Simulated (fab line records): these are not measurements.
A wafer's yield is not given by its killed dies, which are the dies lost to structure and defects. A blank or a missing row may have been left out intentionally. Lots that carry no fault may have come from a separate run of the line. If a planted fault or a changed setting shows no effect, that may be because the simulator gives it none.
Matching of chambers | flow nandHarc | NHARC_A_STAIRCASE_ALD_415 on aldHk-04: 4 sister chambers
The step deposits SiO2, target thk 30 nm, pulse time 6 s, ald cycles 300. 4 wafers are shown with their chamber, then 9 later ones without.

## WAFERS WITH THEIR CHAMBER
wafer  | chamber | heaterPowerW (W)
L082.1 | 1       | 415
L085.3 | 2       | 454
L085.5 | 0       | 496
L085.6 | 3       | 455

## WAFERS WITH NO CHAMBER GIVEN
wafer  | heaterPowerW (W)
L089.1 | 420
L089.3 | 510
L089.4 | 454
L093.2 | 420
L093.3 | 519
L093.5 | 446
L096.1 | 462
L096.3 | 508
L096.4 | 459

## WHICH CHAMBER EACH WENT THROUGH
wafer  | from the rows above     | in truth
L089.1 | 1                       | 1
L089.3 | 0                       | 0
L089.4 | can't be placed: 2 or 3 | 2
L093.2 | 1                       | 1
L093.3 | 0                       | 0
L093.5 | can't be placed: 2 or 3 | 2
L096.1 | can't be placed: 3 or 2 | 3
L096.3 | 0                       | 0
L096.4 | can't be placed: 3 or 2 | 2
5 of 9 placed correctly. Not placeable from these rows: 4 (in 4, the candidates include the true chamber). Placed wrongly: 0.
How it was worked out, from the rows above alone: a wafer's distance from a chamber is the root of the sum, over the readings, of the square of ((its reading less the chamber's mean) divided by the reading's scatter). If the next closest chamber is less than 2 further off than the closest, the wafer can't be placed; otherwise it belongs to the closest. A chamber's mean is the mean of its shown wafers. The scatter: with one shown wafer a chamber, the root of the mean of the squares of how far each hidden wafer lies from its nearest shown one.
